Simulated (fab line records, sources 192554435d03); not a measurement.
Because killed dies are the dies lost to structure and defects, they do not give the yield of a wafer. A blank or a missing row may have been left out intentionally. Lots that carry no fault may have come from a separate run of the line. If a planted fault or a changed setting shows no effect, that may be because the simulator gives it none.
Chamber matching + flow n5 finfet + N5_BEOL_M2_ETCH_70 on rie diel-02 has 4 sister chambers
The step etches SOC in N2/H2, target depth 80 nm, overetch 24 nm, time 130 s. 24 wafers are shown with their chamber, then 12 later ones without.

## WAFERS WITH THEIR CHAMBER
| wafer  | chamber | drypump motor current A (A) | showerhead plenum p Torr (Torr) | throttle valve pct (%) |
|--------|---------|-----------------------------|---------------------------------|------------------------|
| L075.2 | 3       | 5.3                         | 2.60                            | 18.1                   |
| L075.5 | 1       | 5.7                         | 2.56                            | 18.2                   |
| L075.6 | 0       | 6.2                         | 2.62                            | 18.2                   |
| L078.4 | 0       | 6.2                         | 2.62                            | 18.2                   |
| L078.5 | 0       | 6.2                         | 2.62                            | 18.2                   |
| L078.6 | 3       | 5.3                         | 2.60                            | 18.1                   |
| L077.1 | 2       | 5.1                         | 2.66                            | 18.3                   |
| L077.3 | 1       | 5.8                         | 2.56                            | 18.2                   |
| L077.6 | 3       | 5.3                         | 2.60                            | 18.1                   |
| L081.2 | 0       | 6.2                         | 2.62                            | 18.2                   |
| L081.3 | 2       | 5.1                         | 2.66                            | 18.3                   |
| L081.5 | 2       | 5.1                         | 2.66                            | 18.3                   |
| L082.2 | 2       | 5.1                         | 2.65                            | 18.3                   |
| L082.3 | 1       | 5.8                         | 2.56                            | 18.2                   |
| L082.6 | 0       | 6.2                         | 2.62                            | 18.2                   |
| L086.1 | 0       | 6.2                         | 2.61                            | 18.2                   |
| L086.2 | 1       | 5.8                         | 2.56                            | 18.2                   |
| L086.3 | 3       | 5.3                         | 2.59                            | 17.8                   |
| L085.1 | 0       | 6.2                         | 2.61                            | 18.2                   |
| L085.4 | 3       | 5.3                         | 2.59                            | 17.8                   |
| L085.6 | 3       | 5.3                         | 2.59                            | 17.8                   |
| L087.1 | 0       | 6.2                         | 2.61                            | 18.2                   |
| L087.2 | 1       | 5.8                         | 2.55                            | 18.2                   |
| L087.4 | 2       | 5.1                         | 2.65                            | 18.3                   |

SIGNATURES, as means of the wafers listed above
| reading                  | chamber 0 | chamber 1 | chamber 2 | chamber 3 | scatter within a chamber |
|--------------------------|-----------|-----------|-----------|-----------|--------------------------|
| drypump motor current A  | 6.200     | 5.780     | 5.100     | 5.300     | 0.02                     |
| showerhead plenum p Torr | 2.6162    | 2.5580    | 2.6560    | 2.5950    | 0.00518                  |
| throttle valve pct       | 18.200    | 18.200    | 18.300    | 17.950    | 0.0822                   |
Rule: a wafer's distance from a chamber is the root of the sum, over the readings, of the square of ((its reading less the chamber's mean) divided by the reading's scatter). The wafer belongs to the nearest chamber; if the next one is less than 2 further off, it can't be placed. The scatter: take each reading less its chamber's mean, square it, sum over the shown wafers, divide by the number of wafers less the number of chambers, and take the root.

## WAFERS WHOSE CHAMBER IS MISSING
| wafer  | drypump motor current A (A) | showerhead plenum p Torr (Torr) | throttle valve pct (%) |
|--------|-----------------------------|---------------------------------|------------------------|
| L090.1 | 6.2                         | 2.61                            | 18.3                   |
| L090.2 | 5.1                         | 2.65                            | 18.3                   |
| L090.6 | 5.7                         | 2.55                            | 18.2                   |
| L089.2 | 5.3                         | 2.59                            | 17.8                   |
| L089.3 | 6.2                         | 2.61                            | 18.2                   |
| L089.6 | 5.8                         | 2.55                            | 18.3                   |
| L091.2 | 5.3                         | 2.59                            | 17.8                   |
| L091.3 | 5.8                         | 2.55                            | 18.3                   |
| L091.4 | 5.1                         | 2.65                            | 18.4                   |
| L096.1 | 5.7                         | 2.55                            | 18.3                   |
| L096.3 | 5.3                         | 2.58                            | 17.9                   |
| L096.5 | 5.1                         | 2.64                            | 18.3                   |

## CHAMBER TAKEN BY EACH
| wafer  | from the rows above | in truth |
|--------|---------------------|----------|
| L090.1 | 0                   | 0        |
| L090.2 | 2                   | 2        |
| L090.6 | 1                   | 1        |
| L089.2 | 3                   | 3        |
| L089.3 | 0                   | 0        |
| L089.6 | 1                   | 1        |
| L091.2 | 3                   | 3        |
| L091.3 | 1                   | 1        |
| L091.4 | 2                   | 2        |
| L096.1 | 1                   | 1        |
| L096.3 | 3                   | 3        |
| L096.5 | 2                   | 2        |
Placed correctly: 12 of 12. Can't be placed from these rows: 0. Number placed wrongly: 0.
